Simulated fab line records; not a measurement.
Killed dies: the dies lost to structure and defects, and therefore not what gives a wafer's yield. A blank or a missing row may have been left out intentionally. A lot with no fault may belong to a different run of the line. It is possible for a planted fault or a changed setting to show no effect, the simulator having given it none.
fab line records	flow n5-finfet
record: lots: 7	wafers: 21
route steps=1938 shown SDB@350 HKMG_FIN@422 GATE_CUT@490 MOL_CONTACT_COAG@559 BEOL_M0_SAQP@638 BEOL_M1@757
start-h: start of the lot's first displayed wafer, in hours after the record's first day	wait-h: how many hours have passed since the lot's step before this one	" identical to the entry in the row above	L1.1+2: several wafers, shown together as one row	- no value present, or no start provided	* or withheld: withheld	< > ~ a bound
route shown NAME@n: names a module that has steps shown in the file, with the first one's number in the route	usual: mean/standard deviation taken from wafers without a fault	same: alike in all rows	chamber/n: place in a boat	sites: readings site by site	_std_site: their standard deviation	_edge_site: the outer-site mean with the inner-site mean subtracted	radius-mm: how far each site lies from the wafer's centre	mask NAME#n: copy n	behind: the most recent tool/chamber to have shaped the wafer	hold: what put the lot on hold/how long, in hours/how the hold closed	device: the n, p or np transistor that did not switch	end of line: tests run on the same wafers once the route is complete	a step given without rows: its recipe and nothing more	killed: at the first sort, the dies lost to defects and structure; wafer yield is something else	map: dies across one wafer; x = killed, . = not, _ = none there
set.NAME: the setting as run; set.NAME@STEP: as run at that earlier step	model.NAME: the simulator's own value behind a step, which no gauge read
lots with deliberately changed settings; one table per step, one row per wafer
== steps ==
step: N5_SDB_COAT_05
recipe: resist: CAR-ArF	spin-rpm: 1500	resist-thk-nm: 90
lot.wafer	tool	chamber	start-h	wait-h	set.spin-rpm	model.CAR-ArF_of_SDB_COAT_05.thk-nm
L074.1+5	litho-track-01	0	-	-	1500	90.2
L074.3	"	0	"	"	1500	90.4
L077.3	litho-track-04	0	-	-	1500	90.4
L077.4+5	"	0	"	"	1500	89.8
L081.3	litho-track-01	0	-	-	1402	93.2
L081.5	"	0	"	"	1500	90.2
L081.6	"	0	"	"	1500	89.8
L085.3	litho-track-04	0	-	-	1500	89.8
L085.4+5	"	0	"	"	1500	90.2
L089.1	litho-track-03	0	-	-	1500	90.4
L089.3	"	0	"	"	1500	90.2
L089.5	"	0	"	"	1500	89.8
L093.2	litho-track-03	0	-	-	1500	89.8
L093.5+6	"	0	"	"	1638	86.2
L096.1+2	litho-track-03	0	-	-	1500	90.4
L096.5	"	0	"	"	1583	88
step: N5_SDB_EBR_07
recipe: solvent: PGMEA	ebr-width-mm: 1.5
step: N5_SDB_SOFTBAKE_06
recipe: temp-c: 110	time-s: 60	resist: CAR-ArF
step: N5_SDB_DESCUM_16
recipe: chemistry: O2	time-s: 7.9	source-power-w: 50	bias-power-w: 20	pressure-mtorr: 20	rf-frequency-hz: 2.712e+07	temp-c: 40	resist: CAR-ArF	o2-flow-sccm: 225
lot.wafer	tool	chamber	start-h	wait-h	set.spin-rpm@SDB_COAT_05	model.CAR-ArF_of_SDB_COAT_05.thk-nm
L074.1+5	rie-diel-06	3,2	67.30	0.0	1500	83.8
L074.3	"	2	"	"	1500	84
L077.3	rie-diel-06	2	83.26	0.0	1500	83.8
L077.4+5	"	1,3	"	"	1500	83.4
L081.3	rie-diel-04	0	108.28	0.1	1402	86.6
L081.5	"	3	"	"	1500	83.6
L081.6	"	2	"	"	1500	83.2
L085.3	rie-diel-02	3	134.18	0.2	1500	83.2
L085.4	"	0	"	"	1500	83.8
L085.5	"	3	"	"	1500	83.4
L089.1	rie-diel-06	3	157.49	0.0	1500	84
L089.3	"	0	"	"	1500	83.4
L089.5	"	0	"	"	1500	83.2
L093.2	rie-diel-02	1	182.30	0.4	1500	83.4
L093.5+6	"	3,2	"	"	1638	79.6
L096.1	rie-diel-04	0	201.63	0.0	1500	84
L096.2	"	3	"	"	1500	83.6
L096.5	"	1	"	"	1583	81.4
step: N5_SDB_ETCH_17
recipe: chemistry: CF4	target: SiARC	target-depth-a: 234	mask-material: CAR-ArF	time-s: 39	ion-energy-ev: 80	pressure-mtorr: 40	source-w: 545	bias-w: 36	Ar_flow_sccm: 100	cf4-flow-sccm: 100	ends: cleared
lot.wafer	tool	chamber	start-h	wait-h	set.spin-rpm@SDB_COAT_05	model.CAR-ArF_of_SDB_COAT_05.thk-nm
L074.1	rie-diel-06	3	67.33	0.0	1500	67
L074.3+5	"	2	"	"	1500	67.2
L077.3	rie-diel-06	2	83.29	0.0	1500	67
L077.4+5	"	1,3	"	"	1500	66.4
L081.3	rie-diel-04	0	108.32	0.0	1402	70
L081.5	"	3	"	"	1500	66.6
L081.6	"	2	"	"	1500	66.4
L085.3	rie-diel-02	3	134.22	0.0	1500	66.4
L085.4	"	0	"	"	1500	67
L085.5	"	3	"	"	1500	66.6
L089.1	rie-diel-06	3	157.52	0.0	1500	67.4
L089.3	"	0	"	"	1500	66.8
L089.5	"	0	"	"	1500	66.4
L093.2	rie-diel-02	1	182.33	0.0	1500	66.6
L093.5+6	"	3,2	"	"	1638	62.8
L096.1	rie-diel-04	0	201.66	0.0	1500	67.2
L096.2	"	3	"	"	1500	67
L096.5	"	1	"	"	1583	64.8
step: N5_HKMG_FIN_COAT_29
recipe: resist: SOC	temp-c: 250	time-s: 60	spin-rpm: 1500	resist-thk-nm: 300
lot.wafer	tool	chamber	start-h	wait-h	set.spin-rpm	model.SOC_of_HKMG_FIN_COAT_29.thk-nm
L074.1	litho-track-02	0	75.90	0.2	1407	311.4
L074.3	"	0	"	"	1500	300.4
L074.5	"	0	"	"	1500	301
L077.3+5	litho-track-05	0	92.58	0.2	1553	294.6
L077.4	"	0	"	"	1500	299
L081.3	litho-track-04	0	116.80	0.2	1500	302
L081.5+6	"	0	"	"	1421	309.2
L085.3	litho-track-02	0	143.17	0.2	1500	298.4
L085.4	"	0	"	"	1500	299.2
L085.5	"	0	"	"	1500	299.4
L089.1	litho-track-02	0	166.00	0.2	1432	307.4
L089.3	"	0	"	"	1432	308
L089.5	"	0	"	"	1500	301.2
L093.2+6	litho-track-02	0	191.72	0.2	1500	299.4
L093.5	"	0	"	"	1614	288.4
L096.1	litho-track-04	0	210.46	0.2	1500	301.4
L096.2	"	0	"	"	1366	314.4
L096.5	"	0	"	"	1366	315
step: N5_HKMG_FIN_ETCH_31
recipe: chemistry: CF4	target: SiARC	target-depth-a: 455	mask-material: CAR-ArF	time-s: 75.8	ion-energy-ev: 80	pressure-mtorr: 40	source-w: 545	bias-w: 36	Ar_flow_sccm: 100	cf4-flow-sccm: 100	ends: cleared
usual: rf-vpp-V: 183.8/0.97
lot.wafer	tool	chamber	start-h	wait-h	set.bias-w	rf-vpp-V
L074.1	rie-diel-04	3	76.30	0.0	41.92	202.1
L074.3	"	2	"	"	36	185.1
L074.5	"	2	"	"	41.92	203.4
L077.3	rie-diel-06	0	93.05	0.0	36	182.9
L077.4	"	3	"	"	36	182.1
L077.5	"	3	"	"	41.25	200.7
L081.3	rie-diel-06	3	117.34	0.0	36	184.4
L081.5	"	3	"	"	41.06	198.3
L081.6	"	0	"	"	36	184.3
L085.3	rie-diel-06	2	143.54	0.0	36	183.8
L085.4	"	1	"	"	36	184.2
L085.5	"	1	"	"	36	184.2
L089.1	rie-diel-04	0	166.49	0.0	36	184.3
L089.3	"	3	"	"	40.43	197.3
L089.5	"	3	"	"	36	182.5
L093.2	rie-diel-02	0	192.10	0.0	36	186.4
L093.5	"	0	"	"	36	183.4
L093.6	"	1	"	"	31.73	168.4
L096.1	rie-diel-04	3	210.83	0.0	36	183.2
L096.2	"	1	"	"	33.28	172.4
L096.5	"	2	"	"	33.28	173.8
step: N5_GATE_CUT_DESCUM_18
recipe: chemistry: O2	time-s: 7	source-power-w: 50	bias-power-w: 20	pressure-mtorr: 20	rf-frequency-hz: 2.712e+07	temp-c: 40	resist: CAR-EUV	o2-flow-sccm: 225
lot.wafer	tool	chamber	start-h	wait-h	set.time-s	model.CAR-EUV_of_GATE_CUT_COAT_07.thk-nm
L074.1+3	rie-diel-03	2,0	84.63	0.1	7	26
L074.5	"	2	"	"	5.936	26.4
L077.3	rie-diel-01	0	102.48	0.0	7	26.2
L077.4	"	3	"	"	7	26
L077.5	"	0	"	"	8.162	25.6
L081.3+5	rie-diel-05	1,2	125.61	0.0	7	26.2
L081.6	"	3	"	"	7	26
L085.3	rie-diel-01	2	152.74	0.3	7	26
L085.4+5	"	3,2	"	"	7	26.2
L089.1	rie-diel-05	3	174.77	0.0	7.66	25.6
L089.3	"	2	"	"	7	26.2
L089.5	"	0	"	"	7	26
L093.2	rie-diel-03	2	200.50	0.0	7	26.2
L093.5	"	0	"	"	5.665	26.8
L093.6	"	1	"	"	5.665	26.6
L096.1	rie-diel-03	2	219.80	0.4	7	26.2
L096.2+5	"	3	"	"	7	26
step: N5_MOL_CONTACT_COAG_ALD_27
recipe: material: SiOC	target-thk-a: 170	temp-c: 400	ald-precursor-family: carbosiloxane	ald-co-reactant: H2-plasma	pulse-time-s: 1.5	time-s: 2720	purge-time-s: 2	co-reactant-purge-time-s: 2	ald-cycles: 340	pressure-torr: 2
lot.wafer	tool	chamber	start-h	wait-h	set.time-s	model.SiOC_of_MOL_CONTACT_COAG_ALD_27.thk-nm
L074.1+5	ald-sin-02	3,0	95.05	0.6	2720	17
L074.3	"	0	"	"	2720	16.8
L077.3+4+5	ald-sin-02	0,1,3	114.00	0.1	2720	17
L081.3+5	ald-sin-01	0,2	136.04	0.0	2720	17
L081.6	"	3	"	"	2158	13.4
L085.3+4+5	ald-sin-02	1,2,3	164.17	0.0	2720	17
L089.1+3+5	ald-sin-02	2,0,1	186.47	0.3	3200	17
L093.2+5+6	ald-sin-02	2,3,0	210.83	0.0	2720	17
L096.1	ald-sin-03	2	231.38	0.7	2385	14.8
L096.2	"	0	"	"	2720	17.2
L096.5	"	2	"	"	2720	17
step: N5_BEOL_M0_SAQP_PECVD_04
recipe: material: a-Si	target-thk-a: 600	temp-c: 350	precursor: SiH4/He	pressure-torr: 3	rf-w: 100	time-s: 60.2
lot.wafer	tool	chamber	start-h	wait-h	set.time-s	model.a-Si_of_BEOL_M0_SAQP_PECVD_04.thk-nm
L074.1	pecvd-02	0	108.63	0.0	60.2	58.8
L074.3	"	1	"	"	60.2	58
L074.5	"	2	"	"	60.2	60.4
L077.3	pecvd-03	2	132.57	0.0	60.2	60
L077.4	"	1	"	"	66.61	68.6
L077.5	"	0	"	"	66.61	66.6
L081.3	pecvd-03	0	148.18	0.0	60.2	58.6
L081.5	"	1	"	"	60.2	61.6
L081.6	"	0	"	"	51.79	51.4
L085.3	pecvd-04	2	174.24	0.0	60.2	60.6
L085.4	"	2	"	"	60.2	61
L085.5	"	1	"	"	60.2	61.4
L089.1	pecvd-03	1	196.20	0.0	60.2	62
L089.3	"	2	"	"	60.2	60.8
L089.5	"	0	"	"	55.48	57.4
L093.2	pecvd-04	1	221.27	0.0	62.53	61.4
L093.5	"	0	"	"	60.2	60.2
L093.6	"	1	"	"	60.2	60.4
L096.1	pecvd-04	1	241.80	0.0	60.2	59
L096.2	"	2	"	"	60.2	59.6
L096.5	"	2	"	"	56.38	56.2
step: N5_BEOL_M0_SAQP_THK_MEAS_05
usual: thk-nm: 60.3/1
lot.wafer	tool	chamber	start-h	wait-h	set.time-s@BEOL_M0_SAQP_PECVD_04	thk-nm
L074.1	film-metro-02	-	108.73	0.1	60.2	58.7
L074.3	"	-	"	"	60.2	58.0
L074.5	"	-	"	"	60.2	60.5
L077.3	film-metro-01	-	132.67	0.1	60.2	60.1
L077.4	"	-	"	"	66.61	68.6
L077.5	"	-	"	"	66.61	66.7
L081.3	film-metro-02	-	148.27	0.1	60.2	58.6
L081.5	"	-	"	"	60.2	61.5
L081.6	"	-	"	"	51.79	51.5
L085.3	film-metro-02	-	174.34	0.1	60.2	60.6
L085.4	"	-	"	"	60.2	60.9
L085.5	"	-	"	"	60.2	61.3
L089.1	film-metro-01	-	196.30	0.1	60.2	61.9
L089.3	"	-	"	"	60.2	60.8
L089.5	"	-	"	"	55.48	57.4
L093.2	film-metro-02	-	221.36	0.1	62.53	61.4
L093.5	"	-	"	"	60.2	60.2
L093.6	"	-	"	"	60.2	60.4
L096.1	film-metro-02	-	241.93	0.1	60.2	58.9
L096.2	"	-	"	"	60.2	59.7
L096.5	"	-	"	"	56.38	56.2
step: N5_BEOL_M0_SAQP_COAT_08
recipe: resist: CAR-ArF	spin-rpm: 1500	resist-thk-nm: 90
lot.wafer	tool	chamber	start-h	wait-h	set.spin-rpm	model.CAR-ArF_of_BEOL_M0_SAQP_COAT_08.thk-nm
L074.1	litho-track-02	0	-	-	1500	90
L074.3+5	"	0	"	"	1654	85.6
L077.3	litho-track-02	0	-	-	1500	89.4
L077.4	"	0	"	"	1500	89.2
L077.5	"	0	"	"	1500	89.6
L081.3	litho-track-03	0	-	-	1500	89.6
L081.5	"	0	"	"	1500	90
L081.6	"	0	"	"	1500	89.8
L085.3+5	litho-track-02	0	-	-	1500	89.8
L085.4	"	0	"	"	1500	89.6
L089.1	litho-track-05	0	-	-	1410	93.2
L089.3	"	0	"	"	1500	90.4
L089.5	"	0	"	"	1410	93
L093.2	litho-track-02	0	-	-	1500	90
L093.5	"	0	"	"	1581	87.4
L093.6	"	0	"	"	1581	87.6
L096.1	litho-track-03	0	-	-	1445	92.4
L096.2	"	0	"	"	1500	90.8
L096.5	"	0	"	"	1500	90.4
step: N5_BEOL_M0_SAQP_DESCUM_19
recipe: chemistry: O2	time-s: 7.9	source-power-w: 50	bias-power-w: 20	pressure-mtorr: 20	rf-frequency-hz: 2.712e+07	temp-c: 40	resist: CAR-ArF	o2-flow-sccm: 225
lot.wafer	tool	chamber	start-h	wait-h	set.time-s
L074.1+3+5	rie-diel-01	1,2,0	109.30	0.0	7.9
L077.3+5	rie-diel-05	2	133.42	0.3	7.9
L077.4	"	1	"	"	8.687
L081.3+5+6	rie-diel-03	1,2,1	148.74	0.0	7.9
L085.3+4+5	rie-diel-03	1,0,3	174.91	0.0	7.9
L089.1+5	rie-diel-05	3	196.74	0.0	7.9
L089.3	"	2	"	"	8.472
L093.2+6	rie-diel-05	0	221.93	0.0	7.9
L093.5	"	3	"	"	6.255
L096.1+2	rie-diel-05	1,3	242.50	0.0	7.9
L096.5	"	2	"	"	8.695
step: N5_BEOL_M0_SAQP_ETCH_83
recipe: chemistry: CF4	target: SiARC	target-depth-a: 390	mask-material: CAR-ArF	time-s: 65	ion-energy-ev: 80	pressure-mtorr: 40	source-w: 545	bias-w: 36	Ar_flow_sccm: 100	cf4-flow-sccm: 100	ends: cleared
step: N5_BEOL_M0_SAQP_ETCH_84
recipe: chemistry: N2/H2	target: SOC	target-depth-a: 1000	overetch-a: 200	mask-material: SiARC	temp-c: 40	time-s: 150	ion-energy-ev: 200	pressure-mtorr: 30	source-w: 840	bias-w: 150	n2-flow-sccm: 200	h2-flow-sccm: 200
step: N5_BEOL_M0_SAQP_STRIP_80
recipe: chemistry: N2/H2	temp-c: 40	n2-flow-sccm: 200	h2-flow-sccm: 200	rf-frequency-hz: 6e+07
step: N5_BEOL_M0_SAQP_HM_OPEN_112
recipe: chemistry: CHF3/O2	target: SiO2	stop-on: a-Si	target-depth-a: 120	over-etch-frac: 1.25	mask-material: SOC	time-s: 13.5	pressure-mtorr: 30	source-w: 650	bias-w: 170	Ar_flow_sccm: 200	CHF3_flow_sccm: 50	O2_flow_sccm: 5	ion-energy-ev: 200	ends: end-point
lot.wafer	tool	chamber	start-h	wait-h	set.time-s@BEOL_M0_SAQP_PECVD_04	model.a-Si_of_BEOL_M0_SAQP_PECVD_04.thk-nm
L074.1	rie-diel-01	1	109.49	0.0	60.2	58.6
L074.3	"	2	"	"	60.2	58
L074.5	"	0	"	"	60.2	60.4
L077.3	rie-diel-05	2	133.61	0.0	60.2	60
L077.4	"	1	"	"	66.61	68.6
L077.5	"	2	"	"	66.61	66.6
L081.3	rie-diel-03	1	148.94	0.0	60.2	58.6
L081.5	"	2	"	"	60.2	61.4
L081.6	"	1	"	"	51.79	51.4
L085.3	rie-diel-03	1	175.10	0.0	60.2	60.6
L085.4	"	0	"	"	60.2	61
L085.5	"	3	"	"	60.2	61.2
L089.1	rie-diel-05	3	196.94	0.0	60.2	61.8
L089.3	"	2	"	"	60.2	60.8
L089.5	"	3	"	"	55.48	57.2
L093.2	rie-diel-05	0	222.13	0.0	62.53	61.4
L093.5	"	3	"	"	60.2	60
L093.6	"	0	"	"	60.2	60.4
L096.1	rie-diel-05	1	242.69	0.0	60.2	59
L096.2	"	3	"	"	60.2	59.4
L096.5	"	2	"	"	56.38	56.2
step: N5_BEOL_M0_SAQP_STRIP_113
recipe: chemistry: CHF3/O2	resist: SiARC	rf-frequency-hz: 6e+07
step: N5_BEOL_M0_SAQP_MANDREL_ETCH_20
recipe: target-depth-a: 600	chemistry: HBr/Cl2	target: a-Si	stop-on: SiNx	bt-time-s: 10	mask-material: SOC	over-etch-frac: 0.5	time-s: 30	pressure-mtorr: 10	icp-w: 800	bias-w: 75	HBr_flow_sccm: 150	Cl2_flow_sccm: 80	ends: end-point
lot.wafer	tool	chamber	start-h	wait-h	set.time-s@BEOL_M0_SAQP_PECVD_04	model.etch.depth-nm
L074.1	rie-si-04	1	109.57	0.0	60.2	58.7
L074.3	"	3	"	"	60.2	57.95
L074.5	"	2	"	"	60.2	60.46
L077.3	rie-si-01	2	133.70	0.0	60.2	60.1
L077.4	"	1	"	"	66.61	68.61
L077.5	"	0	"	"	66.61	66.65
L081.3	rie-si-06	3	149.02	0.0	60.2	58.64
L081.5	"	1	"	"	60.2	61.41
L081.6	"	0	"	"	51.79	51.46
L085.3	rie-si-06	3	175.18	0.0	60.2	60.61
L085.4	"	2	"	"	60.2	60.9
L085.5	"	0	"	"	60.2	61.12
L089.1	rie-si-04	0	197.02	0.0	60.2	61.74
L089.3	"	3	"	"	60.2	60.79
L089.5	"	2	"	"	55.48	57.25
L093.2	rie-si-04	1	222.21	0.0	62.53	61.36
L093.5	"	3	"	"	60.2	60.07
L093.6	"	2	"	"	60.2	60.39
L096.1	rie-si-06	3	242.77	0.0	60.2	59.01
L096.2	"	0	"	"	60.2	59.5
L096.5	"	0	"	"	56.38	56.18
step: N5_BEOL_M1_COAT_73
recipe: resist: underlayer	temp-c: 205	time-s: 60	spin-rpm: 1500	resist-thk-nm: 5
lot.wafer	tool	chamber	start-h	wait-h	set.spin-rpm
L074.1+3+5	litho-track-02	0	-	-	1618
L077.3+5	litho-track-04	0	-	-	1500
L077.4	"	0	"	"	1594
L081.3+5+6	litho-track-04	0	-	-	1500
L085.3+4+5	litho-track-05	0	-	-	1500
L089.1+3+5	litho-track-05	0	-	-	1500
L093.2+5	litho-track-05	0	-	-	1668
L093.6	"	0	"	"	1500
L096.1	litho-track-02	0	-	-	1658
L096.2+5	"	0	"	"	1500
step: N5_BEOL_M1_COAT_05
recipe: resist: CAR-EUV	spin-rpm: 1500	resist-thk-nm: 30
lot.wafer	tool	chamber	start-h	wait-h	set.spin-rpm	model.CAR-EUV_of_BEOL_M1_COAT_05.thk-nm
L074.1+3	litho-track-02	0	-	-	1500	29.8
L074.5	"	0	"	"	1500	30
L077.3	litho-track-04	0	-	-	1596	29.2
L077.4	"	0	"	"	1500	30
L077.5	"	0	"	"	1500	30.2
L081.3+5	litho-track-04	0	-	-	1636	29
L081.6	"	0	"	"	1500	30.2
L085.3+4+5	litho-track-05	0	-	-	1500	30.2
L089.1	litho-track-05	0	-	-	1500	30.2
L089.3+5	"	0	"	"	1500	30
L093.2+5	litho-track-05	0	-	-	1382	31.2
L093.6	"	0	"	"	1382	31.4
L096.1	litho-track-02	0	-	-	1379	31.2
L096.2	"	0	"	"	1379	31.4
L096.5	"	0	"	"	1500	30
step: N5_BEOL_M1_EBR_07
recipe: solvent: PGMEA	ebr-width-mm: 1.5
step: N5_BEOL_M1_SOFTBAKE_06
recipe: temp-c: 110	time-s: 60	resist: CAR-EUV
step: N5_BEOL_M1_DESCUM_16
recipe: chemistry: O2	time-s: 7	source-power-w: 50	bias-power-w: 20	pressure-mtorr: 20	rf-frequency-hz: 2.712e+07	temp-c: 40	resist: CAR-EUV	o2-flow-sccm: 225
lot.wafer	tool	chamber	start-h	wait-h	set.spin-rpm@BEOL_M1_COAT_05	model.CAR-EUV_of_BEOL_M1_COAT_05.thk-nm
L074.1+3+5	rie-diel-01	3,0,2	123.01	0.0	1500	26
L077.3	rie-diel-01	2	148.88	0.0	1596	25.2
L077.4+5	"	0,2	"	"	1500	26.2
L081.3+5	rie-diel-01	0,2	160.29	0.0	1636	25
L081.6	"	3	"	"	1500	26.2
L085.3+4+5	rie-diel-03	1,2,2	189.24	0.2	1500	26.2
L089.1	rie-diel-01	2	213.77	0.2	1500	26.2
L089.3+5	"	3,1	"	"	1500	26
L093.2+5	rie-diel-01	1	234.60	0.3	1382	27.2
L093.6	"	2	"	"	1382	27.4
L096.1	rie-diel-03	3	261.69	0.0	1379	27.2
L096.2	"	2	"	"	1379	27.4
L096.5	"	3	"	"	1500	26
step: N5_BEOL_M1_ETCH_74
recipe: chemistry: N2/H2	target: underlayer	target-depth-a: 65	mask-material: CAR-EUV	time-s: 5.2	ion-energy-ev: 200	pressure-mtorr: 30	source-w: 840	bias-w: 150	n2-flow-sccm: 200	h2-flow-sccm: 200	ends: cleared
lot.wafer	tool	chamber	start-h	wait-h	set.spin-rpm@BEOL_M1_COAT_73	set.spin-rpm@BEOL_M1_COAT_05	model.CAR-EUV_of_BEOL_M1_COAT_05.thk-nm	model.etch.depth-nm
L074.1	rie-diel-01	3	123.04	0.0	1618	1500	20.4	4.808
L074.3	"	0	"	"	1618	1500	20.6	4.806
L074.5	"	2	"	"	1618	1500	20.6	4.809
L077.3	rie-diel-01	2	148.91	0.0	1500	1596	19.6	4.983
L077.4	"	0	"	"	1594	1500	20.6	4.849
L077.5	"	2	"	"	1500	1500	20.6	4.97
L081.3	rie-diel-01	0	160.32	0.0	1500	1636	19.4	5.016
L081.5	"	2	"	"	1500	1636	19.2	5.007
L081.6	"	3	"	"	1500	1500	20.4	5.025
L085.3	rie-diel-03	1	189.28	0.0	1500	1500	20.4	5.037
L085.4	"	2	"	"	1500	1500	20.6	5.013
L085.5	"	2	"	"	1500	1500	20.6	5.02
L089.1	rie-diel-01	2	213.81	0.0	1500	1500	20.4	5.003
L089.3	"	3	"	"	1500	1500	20.2	4.994
L089.5	"	1	"	"	1500	1500	20.2	5.013
L093.2	rie-diel-01	1	234.63	0.0	1668	1382	21.8	4.718
L093.5	"	1	"	"	1668	1382	21.8	4.728
L093.6	"	2	"	"	1500	1382	21.6	4.984
L096.1	rie-diel-03	3	261.73	0.0	1658	1379	21.8	4.796
L096.2	"	2	"	"	1500	1379	21.8	5.034
L096.5	"	3	"	"	1500	1500	20.2	5.021
== key ==
split: step: N5_SDB_COAT_05	setting: spin-rpm	stated: 1500	by: wafer
response: step: N5_SDB_COAT_05	reading: model.CAR-ArF_of_SDB_COAT_05.thk-nm	change: -0.426	per: 1%	r: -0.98
response: step: N5_SDB_DESCUM_16	reading: model.CAR-ArF_of_SDB_COAT_05.thk-nm	change: -0.438	per: 1%	r: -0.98
response: step: N5_SDB_ETCH_17	reading: model.CAR-ArF_of_SDB_COAT_05.thk-nm	change: -0.447	per: 1%	r: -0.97
split: step: N5_HKMG_FIN_COAT_29	setting: spin-rpm	stated: 1500	by: wafer
response: step: N5_HKMG_FIN_COAT_29	reading: model.SOC_of_HKMG_FIN_COAT_29.thk-nm	change: -1.49	per: 1%	r: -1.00
split: step: N5_HKMG_FIN_ETCH_31	setting: bias-w	stated: 36	by: wafer
response: step: N5_HKMG_FIN_ETCH_31	reading: rf-vpp-V	change: +1.16	per: 1%	r: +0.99
split: step: N5_GATE_CUT_DESCUM_18	setting: time-s	stated: 7	by: wafer
response: step: N5_GATE_CUT_DESCUM_18	reading: model.CAR-EUV_of_GATE_CUT_COAT_07.thk-nm	change: -0.0298	per: 1%	r: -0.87
split: step: N5_MOL_CONTACT_COAG_ALD_27	setting: time-s	stated: 2720	by: wafer
response: step: N5_MOL_CONTACT_COAG_ALD_27	reading: model.SiOC_of_MOL_CONTACT_COAG_ALD_27.thk-nm	change: +0.178	per: 1%	r: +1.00
split: step: N5_BEOL_M0_SAQP_PECVD_04	setting: time-s	stated: 60.2	by: wafer
response: step: N5_BEOL_M0_SAQP_PECVD_04	reading: model.a-Si_of_BEOL_M0_SAQP_PECVD_04.thk-nm	change: +0.606	per: 1%	r: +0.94
response: step: N5_BEOL_M0_SAQP_THK_MEAS_05	reading: thk-nm	change: *	per: 1%	r: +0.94
response: step: N5_BEOL_M0_SAQP_HM_OPEN_112	reading: model.a-Si_of_BEOL_M0_SAQP_PECVD_04.thk-nm	change: +0.604	per: 1%	r: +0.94
response: step: N5_BEOL_M0_SAQP_MANDREL_ETCH_20	reading: model.etch.depth-nm	change: +0.6	per: 1%	r: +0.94
split: step: N5_BEOL_M0_SAQP_COAT_08	setting: spin-rpm	stated: 1500	by: wafer
response: step: N5_BEOL_M0_SAQP_COAT_08	reading: model.CAR-ArF_of_BEOL_M0_SAQP_COAT_08.thk-nm	change: -0.443	per: 1%	r: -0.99
split: step: N5_BEOL_M0_SAQP_DESCUM_19	setting: time-s	stated: 7.9	by: wafer
response none clear
split: step: N5_BEOL_M1_COAT_73	setting: spin-rpm	stated: 1500	by: wafer
response: step: N5_BEOL_M1_ETCH_74	reading: model.etch.depth-nm	change: -0.0224	per: 1%	r: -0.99
split: step: N5_BEOL_M1_COAT_05	setting: spin-rpm	stated: 1500	by: wafer
response: step: N5_BEOL_M1_COAT_05	reading: model.CAR-EUV_of_BEOL_M1_COAT_05.thk-nm	change: -0.144	per: 1%	r: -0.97
response: step: N5_BEOL_M1_DESCUM_16	reading: model.CAR-EUV_of_BEOL_M1_COAT_05.thk-nm	change: -0.148	per: 1%	r: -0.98
response: step: N5_BEOL_M1_ETCH_74	reading: model.CAR-EUV_of_BEOL_M1_COAT_05.thk-nm	change: -0.156	per: 1%	r: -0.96
